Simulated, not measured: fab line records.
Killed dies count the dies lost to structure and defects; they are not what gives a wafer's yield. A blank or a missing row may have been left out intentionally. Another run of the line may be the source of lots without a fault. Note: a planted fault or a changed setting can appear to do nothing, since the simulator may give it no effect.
The tool behind it: which one? -- flow n5-finfet -- 11 lots, 33 wafers sampled, at 6 steps of a route of 1938

== WHAT THE GAUGES SHOWED, per wafer ==
N5_GATE_CUT_OVL_MEAS_14.
lot,measured,on,GATE_CUT_OVL (nm)
L075,day 4 20:40,overlay-01,0.8 -0.2 0.7
L077,day 5 06:01,overlay-01,-1.0 -0.5 -0.7
L079,day 5 18:50,overlay-01,0.1 0.0 0.5
L081,day 6 20:32,overlay-02,0.3 0.1 0.8
L084,day 7 01:49,overlay-02,-0.5 -0.2 -0.7
L085,day 7 12:09,overlay-02,0.0 -0.4 0.7
L087,day 7 21:43,overlay-01,0.2 0.3 0.6
L090,day 9 00:16,overlay-02,-0.5 0.5 0.0
L093,day 9 16:53,overlay-01,-0.1 1.4 -0.2
L095,day 9 21:54,overlay-02,-1.2 -0.4 -0.8
L097,day 10 10:49,overlay-02,1.1 0.6 0.3

== EACH LOT AND THE TOOL THAT RAN IT (in order: tool; ch and the chambers of the sampled wafers; start) ==
lot,N5_HKMG_FIN_ETCH_55,N5_HKMG_FIN_STRIP_57,N5_HKMG_FIN_STRIP_90,N5_GATE_CUT_SAC_CAP_01,N5_GATE_CUT_CMP_02
L075,"rie-diel-04 ch 0,1,3, day 4 07:54","rie-diel-04 ch 0,1,3, day 4 08:05","rie-diel-03 ch 0,1,3, day 4 13:41","ald-sin-01 ch 0,1,3, day 4 17:40","cmp-01 ch 0,1, day 4 19:57"
L077,"rie-diel-03 ch 0,1,2, day 4 18:13","rie-diel-03 ch 0,1,2, day 4 18:24","rie-diel-04 ch 0,3, day 5 00:19","ald-sin-04 ch 2,3, day 5 03:02","cmp-04 ch 0,2,3, day 5 05:23"
L079,"rie-diel-03 ch 1,3, day 5 07:26","rie-diel-03 ch 1,3, day 5 07:37","rie-diel-01 ch 1,3, day 5 13:04","ald-sin-01 ch 0,1,3, day 5 15:44","cmp-01 ch 0,1,2, day 5 18:05"
L081,"rie-diel-03 ch 0,1,2, day 5 18:43","rie-diel-03 ch 0,1,2, day 5 18:54","rie-diel-04 ch 0,1, day 6 14:41","ald-sin-01 ch 0,1,3, day 6 17:26","cmp-04 ch 0,3, day 6 19:43"
L084,"rie-diel-03 ch 0,1,2, day 6 14:19","rie-diel-03 ch 0,1,2, day 6 14:30","rie-diel-01 ch 0,2,3, day 6 20:03","ald-sin-04 ch 2,3, day 6 22:43","cmp-04 ch 0,1,2, day 7 01:04"
L085,"rie-diel-04 ch 1,2,3, day 7 00:46","rie-diel-04 ch 1,2,3, day 7 00:58","rie-diel-03 ch 1,2,3, day 7 06:28","ald-sin-03 ch 0,2, day 7 09:04","cmp-01 ch 0,1,2, day 7 11:22"
L087,"rie-diel-04 ch 0,2,3, day 7 09:59","rie-diel-04 ch 0,2,3, day 7 10:10","rie-diel-03 ch 2,3, day 7 15:59","ald-sin-03 ch 0,1,3, day 7 18:34","cmp-04 ch 0,1,2, day 7 20:52"
L090,"rie-diel-03 ch 0,2,3, day 8 09:34","rie-diel-03 ch 0,2,3, day 8 09:46","rie-diel-01 ch 0,2,3, day 8 15:34","ald-sin-01 ch 0,1,3, day 8 21:11","cmp-01 ch 0,1,2, day 8 23:27"
L093,"rie-diel-01 ch 1,2, day 9 05:08","rie-diel-01 ch 1,2, day 9 05:19","rie-diel-03 ch 1,2,3, day 9 11:19","ald-sin-03 ch 0,2, day 9 13:55","cmp-04 ch 1,3, day 9 16:11"
L095,"rie-diel-03 ch 0,3, day 9 10:04","rie-diel-03 ch 0,3, day 9 10:16","rie-diel-03 ch 2,3, day 9 16:11","ald-sin-03 ch 0,3, day 9 18:48","cmp-01 ch 1,3, day 9 21:06"
L097,"rie-diel-01 ch 0,1,3, day 9 23:11","rie-diel-01 ch 0,1,3, day 9 23:23","rie-diel-03 ch 1,2, day 10 05:12","ald-sin-01 ch 1,2,3, day 10 07:47","cmp-01 ch 1,2,3, day 10 10:04"
- N5_HKMG_FIN_ETCH_55: etches SOC in N2/H2, target depth 240 nm, time 300 s.
- N5_HKMG_FIN_STRIP_57: strips in CF4.
- N5_HKMG_FIN_STRIP_90: strips SOC in N2/H2, time 20 s.
- N5_GATE_CUT_SAC_CAP_01: material SiNx, target thk 24 nm, pulse time 1 s, ald cycles 480.
- N5_GATE_CUT_CMP_02: polishes, stops on SiO2, t overpolish 12.7 s, target thk 0 nm.

== THE ANSWER, worked out from the rows above alone ==
Rule: usual is defined by the lots themselves. Put in order of their means at a reading, lots are off if they are a third of the lots or fewer, leave a main group of 4 or more, and stand apart from it by a gap of 3 or more times the standard deviation of the main group's means; of several such gaps the widest counts. Not used: any main group whose means are identical at the precision the tables above print for the reading. Also off: a lot with no number at a reading for which 4 or more lots have one. Any other lot the step has rows for is counted as sound.
No lot is off at any reading shown: from this, nothing can be told.

== WHAT THE SIMULATOR HAD INSERTED ==
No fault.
